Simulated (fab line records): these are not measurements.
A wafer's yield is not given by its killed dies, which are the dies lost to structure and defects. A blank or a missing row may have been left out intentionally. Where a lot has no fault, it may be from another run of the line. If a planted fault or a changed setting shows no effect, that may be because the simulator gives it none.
fab line records	flow n5_finfet
record: lots: 4	wafers: 12	last_day: 17
route steps=1938 shown DUMMY_GATE@225 BEOL_M4@1111 PASSIVATION@1936
lots untouched by any fault: they come from a run of this same line in which no faults occurred
start_h: start of the lot's first displayed wafer, in hours after the record's first day	wait_h: hours from the lot's prior step to this one	" identical to the entry in the row above	L1.1+2: several wafers, shown together as one row	- value missing, or start not given	* or withheld: withheld	< > ~ a bound
route shown NAME@n: a module of which the file shows steps, and the number in the route of the first	usual: the fault-free wafers' mean and standard deviation	same: alike in all rows	chamber/n: place in a boat	sites: the reading at each site	_std_site: how widely they spread, as a standard deviation	_edge_site: outer sites' mean less inner sites'	radius_mm: for every site, how far away it sits from the centre of the wafer	mask NAME#n: copy n	behind: the most recent tool/chamber to have shaped the wafer	hold: reason for holding the lot/hours on hold/outcome of the hold	device: the n, p or np transistor that did not switch	end of line: the same wafers' tests at the end of the route	for a step that has no rows: nothing shown but its recipe	killed: dies lost to structure and defects at the first sort, not the wafer's yield	map: dies across one wafer; x = killed, . = not, _ = none there
set.NAME: setting as actually run; set.NAME@STEP: the setting as run at that earlier step	model.NAME: the simulator's own value behind a step, which no gauge read
lots at some steps of the route; a table a step, a row a wafer
services: when a tool's chamber went out of use (start_h, in hours from the record's first day, below 0 if earlier), for how many hours, and the reason
== steps ==
step: N5_DUMMY_GATE_COAT_09
recipe: resist: CAR-EUV	spin_rpm: 1500	resist_thk_nm: 30
step: N5_DUMMY_GATE_EBR_11
recipe: solvent: PGMEA	ebr_width_mm: 1.5
step: N5_DUMMY_GATE_SOFTBAKE_10
recipe: temp_c: 110	time_s: 60	resist: CAR-EUV
step: N5_DUMMY_GATE_EXPOSE_12
recipe: mask_id: GATE	na: 0.33	source_shape: annular	sigma_inner: 0.2	sigma_outer: 0.6	polarization: unpolarized	target_cd_nm: 25	dose_mj: 34
step: N5_DUMMY_GATE_PEB_13
recipe: peb_temp_c: 100	peb_time_s: 60	resist: CAR-EUV
step: N5_DUMMY_GATE_DEVELOP_14
recipe: develop_time_s: 30	developer: TMAH	resist: CAR-EUV	rinse_liquid: surfactant_rinse	dry: air_spin	dev_temp_c: 23
step: N5_DUMMY_GATE_DESCUM_20
recipe: chemistry: O2	time_s: 6.2	source_power_w: 50	bias_power_w: 20	pressure_mtorr: 20	rf_frequency_hz: 2.712e+07	temp_c: 40	resist: CAR-EUV	o2_flow_sccm: 225
step: N5_DUMMY_GATE_ETCH_29
recipe: chemistry: N2/H2	target: underlayer	target_depth_a: 130	ion_energy_ev: 200	pressure_mtorr: 30	source_w: 840	bias_w: 150	n2_flow_sccm: 200	h2_flow_sccm: 200
step: N5_DUMMY_GATE_ETCH_36
recipe: chemistry: CF4	target: SiARC	target_depth_a: 130	pressure_mtorr: 40	source_w: 545	bias_w: 36	Ar_flow_sccm: 100	cf4_flow_sccm: 100	ion_energy_ev: 80
step: N5_DUMMY_GATE_ETCH_37
recipe: chemistry: N2/H2	target: SOC	target_depth_a: 600	overetch_a: 300	temp_c: 40	ion_energy_ev: 200	pressure_mtorr: 30	source_w: 840	bias_w: 150	n2_flow_sccm: 200	h2_flow_sccm: 200
usual: bias_w: 149.9/0.46	chamber_pressure_mTorr: 30.004/0.026	drypump_motor_current_A: 5.8/0.52	oes_product_au: 0.59/0.039	rf_vpp_V: 523.5/2.2	showerhead_plenum_p_Torr: 2.53/0.077	temp_c: 40.02/0.12	throttle_valve_pct: 17.92/0.22
lot.wafer	tool	chamber	start_h	wait_h	bias_w	chamber_pressure_mTorr	drypump_motor_current_A	oes_product_au	rf_hours_counter_h	rf_vpp_V	showerhead_plenum_p_Torr	temp_c	throttle_valve_pct	model.CAR-EUV_of_DUMMY_GATE_COAT_09.thk_nm	model.underlayer_of_DUMMY_GATE_COAT_28.thk_nm	model.SiARC_of_DUMMY_GATE_COAT_35.thk_nm
L426.3	rie_diel-04	2	85.15	0.0	150.3	29.993	5.5	0.62	139	527.9	2.65	40.01	17.78	0	0	5
L426.4	"	1	"	"	150.0	29.984	6.6	0.62	131	521.1	2.45	39.83	18.00	0	0	5
L426.6	"	2	"	"	150.4	30.048	5.5	0.62	-	526.6	2.65	39.88	17.80	0	0	5
L432.2	rie_diel-04	1	119.97	0.0	-	-	-	-	-	-	-	-	-	11.2	10	10
L432.5	"	3	"	"	-	-	-	-	-	-	-	-	-	11.4	10	10
L432.6	"	2	"	"	-	-	-	-	-	-	-	-	-	11.4	10	10
L433.1	rie_diel-04	1	123.55	0.0	-	-	-	-	-	-	-	-	-	11	10	10
L433.2	"	2	"	"	-	-	-	-	-	-	-	-	-	11.2	10	10
L433.4	"	3	"	"	-	-	-	-	-	-	-	-	-	11.2	10	10
L438.2	rie_diel-02	0	154.42	0.0	149.7	29.982	6.0	0.57	209	523.6	2.52	40.03	18.28	0	0	5.2
L438.3	"	2	"	"	149.9	30.027	5.6	0.60	129	524.6	2.56	39.83	17.60	0	0	5
L438.6	"	0	"	"	149.1	29.960	6.0	0.57	-	523.0	2.52	40.20	18.29	0	0	5
step: N5_DUMMY_GATE_STRIP_38
recipe: chemistry: N2/H2	temp_c: 40	n2_flow_sccm: 200	h2_flow_sccm: 200	rf_frequency_hz: 6e+07
step: N5_DUMMY_GATE_STRIP_39
recipe: chemistry: N2/H2	temp_c: 40	n2_flow_sccm: 200	h2_flow_sccm: 200	rf_frequency_hz: 6e+07
step: N5_DUMMY_GATE_TRIM_49
recipe: chemistry: O2	resist: SOC	time_s: 29	target_cd_nm: 14	source_power_w: 300	bias_power_w: 0	O2_flow_sccm: 100	temp_c: 20
step: N5_DUMMY_GATE_STRIP_40
recipe: chemistry: CF4	resist: SiARC	power_w: 300	bias_power_w: 75	pressure_mtorr: 50	cf4_flow_sccm: 150	rf_frequency_hz: 6e+07
step: N5_DUMMY_GATE_CD_MEAS_50
recipe: target_cd_nm: 14
usual: cd_nm: 14.00/0.27
lot.wafer	tool	chamber	start_h	wait_h	cd_nm
L426.3	cd_sem-01	-	85.40	0.1	14.58
L426.4	"	-	"	"	14.01
L426.6	"	-	"	"	14.12
L432.2	cd_sem-02	-	120.20	0.0	-
L432.5	"	-	"	"	-
L432.6	"	-	"	"	-
L433.1	cd_sem-01	-	123.78	0.0	-
L433.2	"	-	"	"	-
L433.4	"	-	"	"	-
L438.2	cd_sem-02	-	154.65	0.0	13.97
L438.3	"	-	"	"	14.19
L438.6	"	-	"	"	13.83
step: N5_DUMMY_GATE_ETCH_31
recipe: chemistry: C4F6/O2	target: SiO2	mask_material: SOC	target_depth_a: 825	time_s: 27.5	ion_energy_ev: 250	pressure_mtorr: 30	source_w: 345	bias_w: 185	Ar_flow_sccm: 300	C4F6_flow_sccm: 10	O2_flow_sccm: 10
usual: C4F6_flow_sccm: 9.998/0.03	O2_flow_sccm: 10.003/0.029	drypump_motor_current_A: 5.8/0.54	oes_o_777_au: 0.74/0.041	oes_product_au: 0.74/0.039	rf_vpp_V: 667/7.3	showerhead_plenum_p_Torr: 2.82/0.063	throttle_valve_pct: 21.30/0.21
lot.wafer	tool	chamber	start_h	wait_h	C4F6_flow_sccm	O2_flow_sccm	drypump_motor_current_A	oes_o_777_au	oes_product_au	rf_hours_counter_h	rf_vpp_V	showerhead_plenum_p_Torr	throttle_valve_pct
L426.3	rie_diel-05	3	85.47	0.1	10.048	9.992	5.6	0.73	0.74	172	673	2.83	21.60
L426.4	"	2	"	"	9.906	9.991	5.5	0.71	0.70	214	659	2.81	21.06
L426.6	"	1	"	"	9.970	10.027	6.8	0.73	0.72	-	675	2.83	21.36
L432.2	rie_diel-02	2	120.25	0.0	10.020	9.993	5.6	0.78	0.29	116	676	2.86	20.45
L432.5	"	0	"	"	10.028	9.997	6.0	0.71	0.27	-	665	2.82	21.13
L432.6	"	1	"	"	9.984	9.993	5.9	0.70	0.26	-	661	2.70	20.70
L433.1	rie_diel-05	0	123.87	0.1	9.986	9.996	5.4	0.70	0.27	198	670	2.82	20.82
L433.2	"	3	"	"	9.981	10.007	5.6	0.72	0.28	184	676	2.82	21.19
L433.4	"	2	"	"	9.966	9.978	5.5	0.71	0.27	226	659	2.81	20.68
L438.2	rie_diel-02	2	154.69	0.0	9.997	10.036	5.6	0.76	0.76	129	675	2.86	20.89
L438.3	"	0	"	"	9.992	9.984	6.0	0.71	0.71	209	666	2.82	21.56
L438.6	"	2	"	"	10.047	9.999	5.6	0.76	0.76	-	676	2.86	20.90
step: N5_DUMMY_GATE_STRIP_41
recipe: chemistry: O2	power_w: 400	temp_c: 40	pressure_mtorr: 30	rf_frequency_hz: 6e+07	bias_power_w: 0	overash_fraction: 0.3	o2_flow_sccm: 225
step: N5_DUMMY_GATE_HM_OPEN_21
recipe: chemistry: CH3F/O2	target: SiNx	target_depth_a: 1200	Ar_flow_sccm: 150	CH3F_flow_sccm: 30	O2_flow_sccm: 23	time_s: 171.4	pressure_mtorr: 30	source_w: 395	bias_w: 73	ion_energy_ev: 120.7
usual: drypump_motor_current_A: 5.8/0.54	oes_o_777_au: 0.74/0.041	oes_product_au: 0.73/0.04	rf_vpp_V: 300/3.5	showerhead_plenum_p_Torr: 2.00/0.047	throttle_valve_pct: 16.62/0.19
lot.wafer	tool	chamber	start_h	wait_h	drypump_motor_current_A	oes_o_777_au	oes_product_au	rf_hours_counter_h	rf_vpp_V	showerhead_plenum_p_Torr	throttle_valve_pct
L426.3	rie_diel-05	3	85.55	0.0	5.6	0.73	0.73	172	303	2.01	16.92
L426.4	"	2	"	"	5.5	0.71	0.70	214	296	2.00	16.42
L426.6	"	1	"	"	6.7	0.73	0.73	-	302	2.01	16.66
L432.2	rie_diel-02	2	120.33	0.0	5.6	0.78	0.29	116	304	2.03	16.16
L432.5	"	0	"	"	6.0	0.72	0.27	-	299	2.00	16.79
L432.6	"	1	"	"	5.9	0.69	0.27	-	296	1.91	16.45
L433.1	rie_diel-05	0	123.95	0.0	5.4	0.70	0.26	198	301	2.00	16.53
L433.2	"	3	"	"	5.6	0.73	0.28	184	303	2.00	16.88
L433.4	"	2	"	"	5.5	0.71	0.28	226	296	1.99	16.41
L438.2	rie_diel-02	2	154.78	0.0	5.6	0.77	0.76	130	304	2.03	16.26
L438.3	"	0	"	"	6.0	0.70	0.70	209	299	2.00	16.87
L438.6	"	2	"	"	5.6	0.76	0.75	-	305	2.03	16.24
step: N5_DUMMY_GATE_ETCH_32
recipe: chemistry: CF4	target: SiO2	target_depth_a: 35	time_s: 3.9	ion_energy_ev: 350	pressure_mtorr: 10	icp_w: 800	bias_w: 400	cf4_flow_sccm: 80
step: N5_DUMMY_GATE_ETCH_23
recipe: chemistry: HBr/Cl2/O2	HBr_flow_sccm: 150	Cl2_flow_sccm: 80	O2_flow_sccm: 12	bias_w: 102	target_depth_a: 410	time_s: 22.3	target: poly-Si	mask_material: SiO2	pressure_mtorr: 10	icp_w: 800
step: N5_DUMMY_GATE_ETCH_44
recipe: chemistry: HBr/O2	over_etch_frac: 0.7	target_depth_a: 1275	stop_on: SiO2	ion_energy_ev: 60	bias_w: 20	target: poly-Si	mask_material: SiO2	pressure_mtorr: 20	icp_w: 400	HBr_flow_sccm: 120	O2_flow_sccm: 10
usual: HBr_flow_sccm: 120.0/0.35	O2_flow_sccm: 10.00/0.03	drypump_motor_current_A: 5.7/0.37	oes_product_au: 0.724/0.01	throttle_valve_pct: 18.51/0.16
lot.wafer	tool	chamber	start_h	wait_h	HBr_flow_sccm	O2_flow_sccm	drypump_motor_current_A	oes_product_au	rf_hours_counter_h	throttle_valve_pct
L426.3	rie_si-04	3	85.80	0.0	120.2	9.98	6.4	0.720	110	18.38
L426.4	"	0	"	"	120.1	9.96	5.6	0.709	136	18.41
L426.6	"	3	"	"	120.0	10.00	6.5	0.724	-	18.37
L432.2	rie_si-03	1	120.58	0.0	119.7	10.08	6.1	0.379	25	18.72
L432.5	"	2	"	"	120.3	9.98	6.1	0.378	-	18.55
L432.6	"	3	"	"	120.3	9.92	5.2	0.373	-	18.30
L433.1	rie_si-03	3	124.20	0.0	119.8	10.02	5.2	0.370	109	18.30
L433.2	"	2	"	"	120.7	10.04	6.1	0.377	183	18.52
L433.4	"	0	"	"	120.0	9.99	6.0	0.381	135	18.52
L438.2	rie_si-03	2	155.03	0.0	120.4	9.96	6.1	0.735	184	18.53
L438.3	"	1	"	"	120.4	10.00	6.1	0.743	26	18.71
L438.6	"	1	"	"	120.1	10.04	6.1	0.746	-	18.70
step: N5_DUMMY_GATE_CD_MEAS_24
recipe: target_cd_nm: 15
usual: cd_nm: 15.02/0.3
lot.wafer	tool	chamber	start_h	wait_h	cd_nm
L426.3	cd_sem-02	-	85.92	0.1	15.52
L426.4	"	-	"	"	14.79
L426.6	"	-	"	"	14.97
L432.2	cd_sem-01	-	120.70	0.1	-
L432.5	"	-	"	"	-
L432.6	"	-	"	"	-
L433.1	cd_sem-01	-	124.31	0.1	-
L433.2	"	-	"	"	-
L433.4	"	-	"	"	-
L438.2	cd_sem-01	-	155.14	0.1	14.66
L438.3	"	-	"	"	15.04
L438.6	"	-	"	"	14.69
step: N5_BEOL_M4_RC_MEAS_101
usual: DIBL_N: 36.3/1.2	DIBL_P: 36.3/1.4	IOFF_N: 0.157/0.02	IOFF_P: 0.22/0.033	ION_N: 675/9.6	ION_P: 465/8.2	SS_N: 71.4/0.45	SS_P: 73.3/0.54	VT_N: 249.8/2.5	VT_P: -249/3.2
lot.wafer	tool	chamber	start_h	wait_h	DIBL_N[mV/V]	DIBL_P[mV/V]	IOFF_N[nA/um]	IOFF_P[nA/um]	ION_N[uA/um]	ION_P[uA/um]	SS_N[mV/dec]	SS_P[mV/dec]	VT_N[mV]	VT_P[mV]
L426.3	prober-01	0	235.18	0.3	36.7	36.2	0.146	0.19	670	451	70.4	73.0	251.1	-256
L426.4	"	0	"	"	37.0	36.5	0.146	0.20	669	463	71.2	73.4	251.2	-251
L426.6	"	0	"	"	35.5	35.0	0.124	0.17	661	453	71.1	73.2	254.5	-253
L438.2	prober-01	0	299.91	0.2	35.5	34.6	0.132	0.16	658	449	70.8	73.6	253.1	-259
L438.3	"	0	"	"	36.5	35.0	0.150	0.17	660	447	71.7	73.3	251.5	-254
L438.6	"	0	"	"	35.5	34.3	0.132	0.16	661	449	71.6	74.4	254.8	-259
step: N5_PASSIVATION_PROBE_49
usual: defect_limited_yield: 91.1/1.4	killed_at_M0_to_M3: 33/10	killed_at_M4_up: 15/5.8	killed_at_contacts: 13/5.9	killed_at_front_end: 39/11	killed_at_other: 4/3.6	killed_dies: 105/16	killed_on_rim: 13/3.7	killed_open: 68/11	killed_short: 34/7.8	sort_bin_5_function: 5.2/0.88	sort_bin_6_memory: 3.3/0.61	sort_n_pass: 1075/16	sort_yield_pct: 91.1/1.4
same: gross_dies: 1180	killed_at_back_side: 0	sort_bin_4_leakage[%]: 0	sort_bin_8_speed[%]: 0
lot.wafer	tool	chamber	start_h	wait_h	defect_limited_yield[%]	killed_at_M0_to_M3	killed_at_M4_up	killed_at_contacts	killed_at_front_end	killed_at_other	killed_dies	killed_on_rim	killed_open	killed_short	sort_bin_5_function[%]	sort_bin_6_memory[%]	sort_n_pass	sort_yield_pct[%]
L433.1	prober-01	-	358.32	0.0	0	53	12	1	1100	14	1180	152	62	50	96.4	2.9	0	0
L433.2	prober-01	-	358.37	0.1	0	49	11	10	1101	9	1180	152	68	38	95.8	3.9	0	0
L433.4	prober-01	-	358.47	0.2	0	45	12	6	1105	12	1180	152	64	45	95.2	4.2	0	0
L432.2	prober-02	-	371.81	0.1	0	41	19	6	1101	13	1180	152	67	54	96.1	3.2	0	0
L432.5	prober-02	-	371.96	0.2	0	58	13	12	1095	2	1180	152	73	50	95.8	3.1	0	0
L432.6	prober-02	-	372.01	0.3	0	58	14	11	1095	2	1180	152	73	26	96.4	3.6	0	0
killed by level:class
L433.1 DUMMY_GATE:area_etch=1067 BEOL_M0_SAQP:geometric_particle:short=14 BEOL_M2:geometric_particle:open=11 FIN_SAQP:geometric_particle:short=9 BEOL_M1:geometric_particle:open=8 BEOL_M0_SAQP:geometric_particle:open=7 FIN_SAQP:geometric_particle:open=6 BEOL_M3:geometric_particle:open=5
L433.2 DUMMY_GATE:area_etch=1074 BEOL_M0_SAQP:geometric_particle:open=10 BEOL_M0_SAQP:geometric_particle:short=10 BEOL_M2:geometric_particle:open=10 BEOL_M1:geometric_particle:open=9 BEOL_M4:geometric_particle:open=9 MOL_CONTACT_COAG:geometric_particle:open=8 FIN_SAQP:geometric_particle:short=7
L433.4 DUMMY_GATE:area_etch=1071 BEOL_M0_SAQP:geometric_particle:short=17 FIN_SAQP:geometric_particle:short=12 BEOL_M2:geometric_particle:open=9 BEOL_M0_SAQP:geometric_particle:open=8 FIN_SAQP:geometric_particle:open=6 MOL_CONTACT_COAG:geometric_particle:open=6 BEOL_M1:geometric_particle:open=6
L432.2 DUMMY_GATE:area_etch=1058 BEOL_M0_SAQP:geometric_particle:short=17 FIN_SAQP:geometric_particle:short=14 FIN_SAQP:geometric_particle:open=10 BEOL_M0_SAQP:geometric_particle:open=10 BEOL_M4:geometric_particle:open=10 BEOL_M2:geometric_particle:open=5 STI_FIN_REVEAL:geometric_particle:open=5
L432.5 DUMMY_GATE:area_etch=1056 BEOL_M0_SAQP:geometric_particle:short=15 BEOL_M0_SAQP:geometric_particle:open=14 MOL_CONTACT_COAG:geometric_particle:open=10 FIN_SAQP:geometric_particle:short=9 BEOL_M2:geometric_particle:open=9 FIN_SAQP:geometric_particle:open=8 BEOL_M4:geometric_particle:open=6
L432.6 DUMMY_GATE:area_etch=1081 BEOL_M0_SAQP:geometric_particle:open=17 BEOL_M0_SAQP:geometric_particle:short=12 BEOL_M2:geometric_particle:open=11 MOL_CONTACT_COAG:geometric_particle:open=10 BEOL_M3:geometric_particle:open=7 BEOL_M4:geometric_particle:open=5 DUMMY_GATE:geometric_particle:open=4
map L432.2 (x killed, . not)
_________________xxxxxxxxxxxx________________
______________xxxxxxxxxxxxxxxxxx_____________
___________xxxxxxxxxxxxxxxxxxxxxxxx__________
__________xxxxxxxxxxxxxxxxxxxxxxxxxx_________
________xxxxxxxxxxxxxxxxxxxxxxxxxxxxxx_______
_______xxxxxxxxxxxxxxxxxxxxxxxxxxxxxxxx______
______xxxxxxxxxxxxxxxxxxxxxxxxxxxxxxxxxx_____
_____xxxxxxxxxxxxxxxxxxxxxxxxxxxxxxxxxxxx____
____xxxxxxxxxxxxxxxxxxxxxxxxxxxxxxxxxxxxxx___
___xxxxxxxxxxxxxxxxxxxxxxxxxxxxxxxxxxxxxxxx__
___xxxxxxxxxxxxxxxxxxxxxxxxxxxxxxxxxxxxxxxx__
__xxxxxxxxxxxxxxxxxxxxxxxxxxxxxxxxxxxxxxxxxx_
__xxxxxxxxxxxxxxxxxxxxxxxxxxxxxxxxxxxxxxxxxx_
_xxxxxxxxxxxxxxxxxxxxxxxxxxxxxxxxxxxxxxxxxxxx
_xxxxxxxxxxxxxxxxxxxxxxxxxxxxxxxxxxxxxxxxxxxx
_xxxxxxxxxxxxxxxxxxxxxxxxxxxxxxxxxxxxxxxxxxxx
_xxxxxxxxxxxxxxxxxxxxxxxxxxxxxxxxxxxxxxxxxxxx
_xxxxxxxxxxxxxxxxxxxxxxxxxxxxxxxxxxxxxxxxxxxx
_xxxxxxxxxxxxxxxxxxxxxxxxxxxxxxxxxxxxxxxxxxxx
_xxxxxxxxxxxxxxxxxxxxxxxxxxxxxxxxxxxxxxxxxxxx
_xxxxxxxxxxxxxxxxxxxxxxxxxxxxxxxxxxxxxxxxxxxx
__xxxxxxxxxxxxxxxxxxxxxxxxxxxxxxxxxxxxxxxxxx_
__xxxxxxxxxxxxxxxxxxxxxxxxxxxxxxxxxxxxxxxxxx_
___xxxxxxxxxxxxxxxxxxxxxxxxxxxxxxxxxxxxxxxx__
___xxxxxxxxxxxxxxxxxxxxxxxxxxxxxxxxxxxxxxxx__
____xxxxxxxxxxxxxxxxxxxxxxxxxxxxxxxxxxxxxx___
_____xxxxxxxxxxxxxxxxxxxxxxxxxxxxxxxxxxxx____
______xxxxxxxxxxxxxxxxxxxxxxxxxxxxxxxxxx_____
_______xxxxxxxxxxxxxxxxxxxxxxxxxxxxxxxx______
________xxxxxxxxxxxxxxxxxxxxxxxxxxxxxx_______
__________xxxxxxxxxxxxxxxxxxxxxxxxxx_________
___________xxxxxxxxxxxxxxxxxxxxxxxx__________
______________xxxxxxxxxxxxxxxxxx_____________
_________________xxxxxxxxxxxx________________
map L433.1 (x killed, . not)
_________________xxxxxxxxxxxx________________
______________xxxxxxxxxxxxxxxxxx_____________
___________xxxxxxxxxxxxxxxxxxxxxxxx__________
__________xxxxxxxxxxxxxxxxxxxxxxxxxx_________
________xxxxxxxxxxxxxxxxxxxxxxxxxxxxxx_______
_______xxxxxxxxxxxxxxxxxxxxxxxxxxxxxxxx______
______xxxxxxxxxxxxxxxxxxxxxxxxxxxxxxxxxx_____
_____xxxxxxxxxxxxxxxxxxxxxxxxxxxxxxxxxxxx____
____xxxxxxxxxxxxxxxxxxxxxxxxxxxxxxxxxxxxxx___
___xxxxxxxxxxxxxxxxxxxxxxxxxxxxxxxxxxxxxxxx__
___xxxxxxxxxxxxxxxxxxxxxxxxxxxxxxxxxxxxxxxx__
__xxxxxxxxxxxxxxxxxxxxxxxxxxxxxxxxxxxxxxxxxx_
__xxxxxxxxxxxxxxxxxxxxxxxxxxxxxxxxxxxxxxxxxx_
_xxxxxxxxxxxxxxxxxxxxxxxxxxxxxxxxxxxxxxxxxxxx
_xxxxxxxxxxxxxxxxxxxxxxxxxxxxxxxxxxxxxxxxxxxx
_xxxxxxxxxxxxxxxxxxxxxxxxxxxxxxxxxxxxxxxxxxxx
_xxxxxxxxxxxxxxxxxxxxxxxxxxxxxxxxxxxxxxxxxxxx
_xxxxxxxxxxxxxxxxxxxxxxxxxxxxxxxxxxxxxxxxxxxx
_xxxxxxxxxxxxxxxxxxxxxxxxxxxxxxxxxxxxxxxxxxxx
_xxxxxxxxxxxxxxxxxxxxxxxxxxxxxxxxxxxxxxxxxxxx
_xxxxxxxxxxxxxxxxxxxxxxxxxxxxxxxxxxxxxxxxxxxx
__xxxxxxxxxxxxxxxxxxxxxxxxxxxxxxxxxxxxxxxxxx_
__xxxxxxxxxxxxxxxxxxxxxxxxxxxxxxxxxxxxxxxxxx_
___xxxxxxxxxxxxxxxxxxxxxxxxxxxxxxxxxxxxxxxx__
___xxxxxxxxxxxxxxxxxxxxxxxxxxxxxxxxxxxxxxxx__
____xxxxxxxxxxxxxxxxxxxxxxxxxxxxxxxxxxxxxx___
_____xxxxxxxxxxxxxxxxxxxxxxxxxxxxxxxxxxxx____
______xxxxxxxxxxxxxxxxxxxxxxxxxxxxxxxxxx_____
_______xxxxxxxxxxxxxxxxxxxxxxxxxxxxxxxx______
________xxxxxxxxxxxxxxxxxxxxxxxxxxxxxx_______
__________xxxxxxxxxxxxxxxxxxxxxxxxxx_________
___________xxxxxxxxxxxxxxxxxxxxxxxx__________
______________xxxxxxxxxxxxxxxxxx_____________
_________________xxxxxxxxxxxx________________
== services ==
tool	chamber	start_h	hours	kind
rie_diel-02	3	86.41	11.3	repair
rie_diel-04	3	97.35	10.8	repair
rie_diel-04	-	100.48	4.0	repair
rie_diel-02	1	137.73	-	clean
rie_diel-02	1	137.73	-	consumable_replace:focus_ring
rie_diel-02	1	137.73	-	consumable_replace:showerhead
rie_diel-02	-	139.51	0.9	repair
rie_si-04	3	148.11	34.1	repair
== key ==
first_sign: step: N5_DUMMY_GATE_ETCH_37	reading: tool_record	direction: missing
effect: step: N5_DUMMY_GATE_CD_MEAS_50	reading: cd_nm	direction: missing
effect: step: N5_DUMMY_GATE_ETCH_31	reading: oes_product_au	direction: down	sigmas: 12	usual: 0.74	struck: 0.27
effect: step: N5_DUMMY_GATE_HM_OPEN_21	reading: oes_product_au	direction: down	sigmas: 12	usual: 0.73	struck: 0.27
effect: step: N5_DUMMY_GATE_ETCH_44	reading: oes_product_au	direction: down	sigmas: 34	usual: 0.724	struck: 0.376
effect: step: N5_DUMMY_GATE_CD_MEAS_24	reading: cd_nm	direction: missing
effect: step: N5_PASSIVATION_PROBE_49	reading: sort_bin_5_function	direction: up	sigmas: 99+	usual: 5.2	struck: 95.9
model_effect: step: N5_DUMMY_GATE_ETCH_37	value: CAR-EUV_of_DUMMY_GATE_COAT_09.thk_nm	without: 0	struck: 11.23
more_kills_born_at: N5_DUMMY_GATE_ETCH_37@rie_diel-04: 6407
met_at N5_DUMMY_GATE_ETCH_37
struck_wafers L432.2,L432.5,L432.6,L433.1,L433.2,L433.4
later_rows_left_out L432.2,L432.5,L432.6,L433.1,L433.2,L433.4
onset_between 85.15 119.97
fault: kind: skipped_step_whole	tool: rie_diel-04	chamber: -	onset_h: 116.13	steps: N5_DUMMY_GATE_ETCH_37	scope: struck_lots_only
later_rows_left_out: the simulator's readings of these wafers behind a module that went badly wrong aren't trusted and aren't shown, but for the sort
